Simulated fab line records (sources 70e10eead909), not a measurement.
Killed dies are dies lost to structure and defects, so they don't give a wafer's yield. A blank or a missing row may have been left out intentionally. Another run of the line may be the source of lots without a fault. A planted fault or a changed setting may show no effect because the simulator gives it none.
fab line records + flow nand-harc
record
- lots=6
- wafers=16
- last-day=25
route steps=1159 shown A_SLIT@803 A_SIN_REMOVE@804 A_WL_FILL@809 END@1159
lots untouched by any fault: they come from a run of this same line in which no faults occurred
start-h: start of the lot's first displayed wafer, in hours after the record's first day + wait-h: hours elapsed since this lot's preceding step + " identical to the entry in the row above + L1.1+2: several wafers, shown together as one row + - no value, or no start was given + * or withheld: withheld + < > ~ a bound
route shown NAME@n: NAME is a module with steps in the file, n the number in the route of the first one + usual: the fault-free wafers' mean and standard deviation + same: alike in all rows + chamber/n: place in a boat + sites: each site's reading + _std_site: standard deviation of those values + _edge_site: mean of outer sites minus mean of inner sites + radius-mm: for every site, how far away it sits from the centre of the wafer + mask NAME#n: copy n + behind: tool/chamber where the wafer was last shaped + hold: what put the lot on hold/how long, in hours/how the hold closed + device: the transistor (n, p or np) that didn't switch + end of line: tests of these same wafers at the route's end + a step with no rows: only its recipe + killed: the dies lost at the first sort to structure and to defects; this is not the yield of the wafer + map: per-die view of a wafer (x killed, . not killed, _ where there is no die)
set.NAME: the setting as run; set.NAME@STEP: as run at that earlier step + model.NAME: the simulator's own value behind a step, which no gauge read
lots at some steps of the route; a table a step, a row a wafer
services: from which hour (start-h, from the record's first day; less than 0 if before it) a tool's chamber was out of use, for how many hours, and why
## steps
# step NHARC_A_SLIT_CD_MEAS_21
# usual
- cd-nm=289.4/0.85
| lot.wafer | tool      | chamber | start-h | wait-h | cd-nm |
|-----------|-----------|---------|---------|--------|-------|
| L319.3    | cd-sem-01 | -       | 340.52  | -      | 289.3 |
| L319.5    | "         | -       | "       | "      | 289.4 |
| L319.6    | "         | -       | "       | "      | 289.3 |
| L322.1    | cd-sem-03 | -       | 348.27  | -      | 289.7 |
| L322.2    | "         | -       | "       | "      | 290.0 |
| L322.6    | "         | -       | "       | "      | 289.1 |
| L324.2    | cd-sem-02 | -       | 372.47  | -      | 290.7 |
| L324.3    | "         | -       | "       | "      | 290.5 |
| L328.2    | cd-sem-03 | -       | 375.36  | -      | 290.0 |
| L328.3    | "         | -       | "       | "      | 290.2 |
| L339.3    | cd-sem-01 | -       | 465.16  | -      | 290.8 |
| L339.5    | "         | -       | "       | "      | 289.4 |
| L339.6    | "         | -       | "       | "      | 290.9 |
| L340.1    | cd-sem-02 | -       | 466.82  | -      | 288.6 |
| L340.2    | "         | -       | "       | "      | 288.7 |
| L340.4    | "         | -       | "       | "      | 288.7 |
# step NHARC_A_SIN_REMOVE_WET_00
# recipe
- temp-c=160
- time-s=15300
- chemistry=H3PO4
# step NHARC_A_SIN_REMOVE_PRECLEAN_01
# recipe
- time-s=*
- temp-c=50
- bath-age-min=0
- chemistry=SC1
# step NHARC_A_SIN_REMOVE_SRD_02
# step NHARC_A_SIN_REMOVE_INSPECT_04
# usual
- raw-defect-count=303/70
| lot.wafer | tool              | chamber | start-h | wait-h | raw-defect-count |
|-----------|-------------------|---------|---------|--------|------------------|
| L319.3    | defect-inspect-01 | -       | 347.90  | 0.0    | 334              |
| L319.5    | "                 | -       | "       | "      | 281              |
| L319.6    | "                 | -       | "       | "      | 219              |
| L322.1    | defect-inspect-01 | -       | 356.17  | 0.0    | 200              |
| L322.2    | "                 | -       | "       | "      | 215              |
| L322.6    | "                 | -       | "       | "      | 299              |
| L324.2    | defect-inspect-02 | -       | 380.21  | 0.0    | 379              |
| L324.3    | "                 | -       | "       | "      | 314              |
| L328.2    | defect-inspect-02 | -       | 382.99  | 0.1    | 232              |
| L328.3    | "                 | -       | "       | "      | 298              |
| L339.3    | defect-inspect-02 | -       | 471.16  | 0.0    | 252              |
| L339.5    | "                 | -       | "       | "      | 239              |
| L339.6    | "                 | -       | "       | "      | 245              |
| L340.1    | defect-inspect-02 | -       | 474.38  | 0.0    | 312              |
| L340.2    | "                 | -       | "       | "      | 331              |
| L340.4    | "                 | -       | "       | "      | 259              |
# step NHARC_A_WL_FILL_ALD_00
# recipe
- target-thk-a=30
- pulse-time-s=3
- ald-cycles=30
- temp-c=300
- material=Al2O3
# usual
- heater-power-w=454/23
- precursor-pulse-height-rel=1.000/0.019
| lot.wafer | tool      | chamber | start-h | wait-h | heater-power-w | precursor-pulse-height-rel |
|-----------|-----------|---------|---------|--------|----------------|----------------------------|
| L319.3    | ald-hk-04 | 1       | 348.26  | 0.4    | 442            | 1.015                      |
| L319.5    | "         | 0       | "       | "      | 493            | 1.002                      |
| L319.6    | "         | 1       | "       | "      | 442            | 1.007                      |
| L322.2    | ald-hk-04 | 1       | 356.24  | 0.1    | 455            | 0.991                      |
| L322.1    | "         | 3       | "       | "      | 472            | 0.997                      |
| L322.6    | "         | 2       | "       | "      | 417            | 0.972                      |
| L324.2    | ald-hk-04 | 1       | 380.30  | 0.1    | 460            | 0.995                      |
| L324.3    | "         | 2       | "       | "      | 404            | 0.965                      |
| L328.2    | ald-hk-03 | 2       | 383.08  | 0.1    | 442            | 1.021                      |
| L328.3    | "         | 3       | "       | "      | 498            | 0.998                      |
| L339.3    | ald-hk-02 | 0       | 471.31  | 0.1    | 461            | 0.971                      |
| L339.6    | "         | 1       | "       | "      | 470            | 1.005                      |
| L339.5    | "         | 2       | "       | "      | 449            | 1.014                      |
| L340.2    | ald-hk-04 | 2       | 474.45  | 0.1    | 405            | 0.990                      |
| L340.1    | "         | 3       | "       | "      | 456            | 0.993                      |
| L340.4    | "         | 0       | "       | "      | 473            | 0.984                      |
# step NHARC_A_WL_FILL_RTA_01
# recipe
- temp-c=1000
- time-s=5
# step NHARC_A_WL_FILL_ALD_02
# recipe
- target-thk-a=20
- pulse-time-s=3
- ald-cycles=100
- temp-c=450
- material=TiN
# usual
- heater-power-w=1060/83
- precursor-pulse-height-rel=1.004/0.021
| lot.wafer | tool         | chamber | start-h | wait-h | heater-power-w | precursor-pulse-height-rel |
|-----------|--------------|---------|---------|--------|----------------|----------------------------|
| L319.3    | ald-metal-01 | 0       | 348.83  | 0.2    | 1139           | 0.970                      |
| L319.5    | "            | 1       | "       | "      | 1187           | 0.990                      |
| L319.6    | "            | 2       | "       | "      | 1076           | 1.016                      |
| L322.1    | ald-metal-01 | 0       | 356.76  | 0.2    | 1129           | 0.990                      |
| L322.2    | "            | 1       | "       | "      | 1159           | 1.005                      |
| L322.6    | "            | 0       | "       | "      | 1139           | 1.061                      |
| L324.3    | ald-metal-02 | 2       | 380.76  | 0.1    | 969            | 1.032                      |
| L324.2    | "            | 3       | "       | "      | 1166           | 1.022                      |
| L328.3    | ald-metal-01 | 1       | 383.57  | 0.2    | 1171           | 0.987                      |
| L328.2    | "            | 3       | "       | "      | 1046           | 1.014                      |
| L339.3    | ald-metal-03 | 3       | 471.74  | 0.2    | 1047           | 0.961                      |
| L339.5    | "            | 2       | "       | "      | 887            | 0.999                      |
| L339.6    | "            | 3       | "       | "      | 1046           | 1.056                      |
| L340.4    | ald-metal-02 | 1       | 475.09  | 0.1    | 979            | 1.000                      |
| L340.2    | "            | 2       | "       | "      | 936            | 0.970                      |
| L340.1    | "            | 3       | "       | "      | 1157           | 0.976                      |
# step NHARC_A_WL_FILL_CVD_03
# recipe
- target-thk-a=400
- temp-c=300
- pressure-torr=40
- wf6-flow-sccm=40
- h2-flow-sccm=1600
- ar-flow-sccm=1560
- time-s=3302
- material=W
# usual
- chamber-pressure-Torr=40.00/0.082
- heater-power-w=474/51
- mfc-h2-sccm=1600/4.6
- mfc-wf6-sccm=40.02/0.13
- throttle-valve-pct=8.00/0.19
| lot.wafer | tool     | chamber | start-h | wait-h | chamber-pressure-Torr | heater-power-w | mfc-h2-sccm | mfc-wf6-sccm | throttle-valve-pct |
|-----------|----------|---------|---------|--------|-----------------------|----------------|-------------|--------------|--------------------|
| L319.3    | cvd-w-01 | 0       | 350.09  | 1.0    | 39.99                 | 526            | 1594        | 40.10        | 7.80               |
| L319.5    | "        | 0       | "       | "      | 40.09                 | 525            | 1598        | 40.18        | 7.79               |
| L319.6    | "        | 1       | "       | "      | 40.03                 | 505            | 1606        | 39.85        | 7.99               |
| L322.1    | cvd-w-01 | 0       | 359.27  | 2.2    | 40.01                 | 534            | 1591        | 40.15        | 7.96               |
| L322.2    | "        | 1       | "       | "      | 40.10                 | 508            | 1598        | 40.10        | 8.11               |
| L322.6    | "        | 0       | 361.09  | 4.0    | 39.97                 | 524            | 1588        | 40.28        | 7.99               |
| L324.2    | cvd-w-01 | 0       | 387.03  | 5.8    | 39.98                 | 531            | 1597        | 40.17        | 7.90               |
| L324.3    | "        | 0       | "       | "      | 40.08                 | 526            | 1601        | 40.09        | 8.05               |
| L328.2    | cvd-w-01 | 0       | 389.38  | 5.5    | 40.00                 | 527            | 1595        | 40.05        | 8.17               |
| L328.3    | "        | 1       | 390.79  | 6.9    | 40.01                 | 516            | 1600        | 39.89        | 8.05               |
| L339.3    | cvd-w-01 | 1       | 473.56  | 1.5    | 40.07                 | 510            | 1594        | 39.86        | 8.18               |
| L339.6    | "        | 0       | "       | "      | 40.12                 | 522            | 1597        | 40.15        | 7.91               |
| L339.5    | "        | 1       | "       | "      | 40.03                 | 518            | 1589        | 39.88        | 8.08               |
| L340.2    | cvd-w-02 | 1       | 478.41  | 3.0    | 40.05                 | 405            | 1601        | 39.88        | 8.34               |
| L340.1    | "        | 0       | "       | "      | 40.07                 | 471            | 1599        | 40.14        | 8.06               |
| L340.4    | "        | 0       | "       | "      | 40.15                 | 466            | 1598        | 40.26        | 8.11               |
# step NHARC_A_WL_FILL_ETCHBACK_04
# recipe
- target-depth-a=600
- time-s=120
- chemistry=NF3
# usual
- drypump-motor-current-A=5.4/0.31
- oes-product-au=1.008/0.012
| lot.wafer | tool         | chamber | start-h | wait-h | drypump-motor-current-A | oes-product-au | rf-hours-counter-h |
|-----------|--------------|---------|---------|--------|-------------------------|----------------|--------------------|
| L319.3    | rie-metal-03 | 0       | 352.51  | 2.0    | 4.9                     | 1.013          | -                  |
| L319.6    | "            | 0       | "       | "      | 4.9                     | 1.011          | -                  |
| L319.5    | "            | 1       | "       | "      | 5.6                     | 1.040          | -                  |
| L322.2    | rie-metal-03 | 0       | 362.48  | 2.3    | 4.9                     | 1.004          | 2.1                |
| L322.1    | "            | 1       | "       | "      | 5.6                     | 1.025          | 2.1                |
| L322.6    | "            | 0       | "       | "      | 4.9                     | 1.000          | -                  |
| L324.2    | rie-metal-03 | 1       | 389.90  | 2.4    | 5.6                     | 1.026          | 2.7                |
| L324.3    | "            | 0       | "       | "      | 4.9                     | 1.005          | -                  |
| L328.2    | rie-metal-03 | 0       | 392.68  | 2.8    | 4.9                     | 1.012          | 2.9                |
| L328.3    | "            | 1       | "       | "      | 5.6                     | 1.027          | -                  |
| L339.3    | rie-metal-01 | 0       | 475.56  | 1.5    | 5.7                     | 1.004          | -                  |
| L339.5    | "            | 0       | "       | "      | 5.6                     | 1.001          | -                  |
| L339.6    | "            | 1       | "       | "      | 5.5                     | 1.013          | -                  |
| L340.1    | rie-metal-03 | 0       | 481.70  | 2.4    | 4.9                     | 1.012          | 0.4                |
| L340.2    | "            | 1       | "       | "      | 5.6                     | 1.014          | 0.4                |
| L340.4    | "            | 0       | "       | "      | 4.9                     | 1.014          | -                  |
# step NHARC_A_WL_FILL_ETCHBACK_05
# recipe
- target-depth-a=220
- time-s=60
- temp-c=40
- chemistry=Cl2/BCl3
# usual
- drypump-motor-current-A=5.4/0.32
- oes-product-au=1.007/0.013
| lot.wafer | tool         | chamber | start-h | wait-h | drypump-motor-current-A | oes-product-au | rf-hours-counter-h |
|-----------|--------------|---------|---------|--------|-------------------------|----------------|--------------------|
| L319.3    | rie-metal-03 | 0       | 352.71  | 0.2    | 4.9                     | 1.006          | -                  |
| L319.5    | "            | 0       | "       | "      | 4.9                     | 1.004          | -                  |
| L319.6    | "            | 1       | "       | "      | 5.6                     | 1.035          | -                  |
| L322.2    | rie-metal-03 | 0       | 362.72  | 0.2    | 4.9                     | 1.004          | 2.3                |
| L322.1    | "            | 1       | "       | "      | 5.6                     | 1.029          | 2.3                |
| L322.6    | "            | 0       | "       | "      | 4.9                     | 0.996          | -                  |
| L324.2    | rie-metal-03 | 0       | 390.11  | 0.2    | 4.8                     | 1.255          | 2.8                |
| L324.3    | "            | 0       | "       | "      | 4.9                     | 1.255          | -                  |
| L328.2    | rie-metal-03 | 0       | 392.92  | 0.2    | 4.9                     | 1.247          | 3.1                |
| L328.3    | "            | 1       | "       | "      | 5.6                     | 1.293          | -                  |
| L339.3    | rie-metal-01 | 1       | 475.77  | 0.2    | 5.5                     | 1.005          | -                  |
| L339.6    | "            | 0       | "       | "      | 5.6                     | 1.000          | -                  |
| L339.5    | "            | 1       | "       | "      | 5.5                     | 1.010          | -                  |
| L340.1    | rie-metal-03 | 0       | 481.94  | 0.2    | 4.9                     | 1.026          | 0.6                |
| L340.2    | "            | 1       | "       | "      | 5.6                     | 1.019          | 0.6                |
| L340.4    | "            | 1       | "       | "      | 5.6                     | 1.011          | -                  |
# step NHARC_A_WL_FILL_STRIP_27
# recipe
- power-w=1500
- temp-c=250
- time-s=20
- chemistry=N2/H2
# usual
- drypump-motor-current-A=5.68/0.22
- heater-power-w=321/48
| lot.wafer | tool            | chamber | start-h | wait-h | drypump-motor-current-A | heater-power-w | rf-hours-counter-h |
|-----------|-----------------|---------|---------|--------|-------------------------|----------------|--------------------|
| L319.3    | plasma-asher-01 | 0       | 352.89  | 0.2    | 5.68                    | 387            | -                  |
| L319.5    | "               | 1       | "       | "      | 5.38                    | 316            | -                  |
| L319.6    | "               | 0       | "       | "      | 5.64                    | 386            | -                  |
| L322.1    | plasma-asher-01 | 0       | 363.41  | 0.7    | 5.68                    | 388            | 30                 |
| L322.2    | "               | 1       | "       | "      | 5.41                    | 307            | 30                 |
| L322.6    | "               | 0       | "       | "      | 5.70                    | 376            | -                  |
| L324.2    | plasma-asher-01 | 1       | 390.24  | 0.1    | 5.39                    | 315            | 42                 |
| L324.3    | "               | 1       | "       | "      | 5.34                    | 312            | -                  |
| L328.2    | plasma-asher-02 | 1       | 393.06  | 0.1    | 5.87                    | 336            | 9                  |
| L328.3    | "               | 0       | "       | "      | 5.91                    | 237            | -                  |
| L339.3    | plasma-asher-01 | 0       | 475.94  | 0.2    | 5.68                    | 354            | -                  |
| L339.5    | "               | 1       | "       | "      | 5.38                    | 312            | -                  |
| L339.6    | "               | 0       | "       | "      | 5.69                    | 356            | -                  |
| L340.2    | plasma-asher-01 | 1       | 482.08  | 0.1    | 5.37                    | 310            | 8                  |
| L340.1    | "               | 0       | "       | "      | 5.66                    | 342            | 8                  |
| L340.4    | "               | 1       | "       | "      | 5.35                    | 309            | -                  |
# step NHARC_END_SORT_01
# recipe
- temp-c=25
# usual
- killed-at-array=28/8.6
- killed-at-other=0.7/1.2
- killed-at-periphery=3.1/2.3
- killed-dies=32/8.7
- killed-open=3.2/1.7
- killed-short=2.0/1.5
# same
- gross-dies=677
| lot.wafer | tool      | chamber | start-h | wait-h | killed-at-array | killed-at-other | killed-at-periphery | killed-dies | killed-open | killed-short |
|-----------|-----------|---------|---------|--------|-----------------|-----------------|---------------------|-------------|-------------|--------------|
| L319.3    | prober-02 | 0       | 453.71  | 3.1    | 9               | 0               | 1                   | 10          | 4           | 1            |
| L319.5    | prober-02 | 0       | 455.27  | 3.6    | 12              | 1               | 4                   | 17          | 3           | 2            |
| L319.6    | prober-02 | 0       | 456.05  | 3.9    | 12              | 0               | 2                   | 14          | 3           | 1            |
# killed by level:class
L319.3 A_CONTACT:geometric-particle:open=4 A_STAIRCASE:chamber-film-flake=2 A_CONTACT:chamber-film-flake=2 A_CHANNEL_HOLE_D1:geometric-particle:short=1 P_GATE:chamber-film-flake=1
L319.5 A_ONON_D1:geometric-particle:open=2 P_GATE:chamber-film-flake=2 A_CHANNEL_HOLE_D1:chamber-film-flake=2 A_SLIT:chamber-film-flake=2 A_CONTACT:chamber-film-flake=2 P_CONTACT:geometric-particle:short=1 A_CONTACT:geometric-particle:short=1 A_M0:geometric-particle:open=1
L319.6 A_STAIRCASE:chamber-film-flake=4 A_CONTACT:chamber-film-flake=2 P_M0:geometric-particle:open=1 A_ONON_D1:geometric-particle:open=1 A_CHANNEL_FILL_D1:geometric-particle:open=1 A_WL_FILL:geometric-particle:short=1 P_GATE:chamber-film-flake=1 A_CHANNEL_HOLE_D1:chamber-film-flake=1
## services
| tool            | chamber | start-h | hours | kind       |
|-----------------|---------|---------|-------|------------|
| ald-metal-02    | 0       | 331.56  | 26.5  | repair     |
| rie-metal-01    | -       | 332.00  | 9.0   | pm         |
| ald-metal-02    | 1       | 351.98  | 30.1  | repair     |
| plasma-asher-02 | -       | 360.04  | 9.0   | pm         |
| ald-metal-02    | -       | 364.00  | 10.0  | pm         |
| cvd-w-02        | -       | 378.99  | 13.0  | pm         |
| ald-metal-01    | 0       | 399.02  | 6.8   | repair     |
| cvd-w-01        | 0       | 448.95  | 4.7   | repair     |
| rie-metal-03    | -       | 453.00  | 9.0   | pm         |
| rie-metal-03    | 0       | 453.00  | 9.0   | vent-cycle |
| rie-metal-03    | 1       | 453.00  | 9.0   | vent-cycle |
| plasma-asher-01 | -       | 453.33  | 9.0   | pm         |
| plasma-asher-01 | 0       | 453.33  | 9.0   | vent-cycle |
| plasma-asher-01 | 1       | 453.33  | 9.0   | vent-cycle |
| ald-metal-01    | -       | 458.01  | 10.0  | pm         |
| ald-hk-02       | -       | 458.19  | 10.0  | pm         |
| ald-metal-02    | -       | 461.76  | 0.5   | repair     |
| rie-metal-03    | 0       | 462.00  | -     | clean      |
| rie-metal-03    | 1       | 462.00  | -     | clean      |
| plasma-asher-01 | 0       | 462.33  | -     | clean      |
| plasma-asher-01 | 1       | 462.33  | -     | clean      |
| cvd-w-01        | -       | 474.98  | 13.0  | pm         |
| cvd-w-01        | 0       | 474.98  | 13.0  | vent-cycle |
| plasma-asher-02 | -       | 478.47  | 0.9   | repair     |
## key
first-sign
- step=NHARC_A_WL_FILL_ETCHBACK_05
- reading=oes-product-au
- direction=up
- sigmas=20
- usual=1.007
- struck=1.263
effect none on later readings
met-at NHARC_A_WL_FILL_ETCHBACK_05
struck-wafers L324.2,L324.3,L328.2,L328.3
tester-left-out L324,L328
onset-between 362.72 390.11
fault
- kind=process-parameter-drift
- tool=rie-metal-03
- chamber=-
- onset-h=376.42
- steps=NHARC_A_WL_FILL_ETCHBACK_05
- channel=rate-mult
- offset=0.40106
- shape=step
- end-h=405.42
- scope=struck-wafers-only
# tester-left-out: of these lots the tester's yield and bins aren't shown, on N5 and GAA mostly nor the transistor test; their killed dies are dies lost to structure and defects alone, not to doping, threshold or leakage, so they don't give the yield
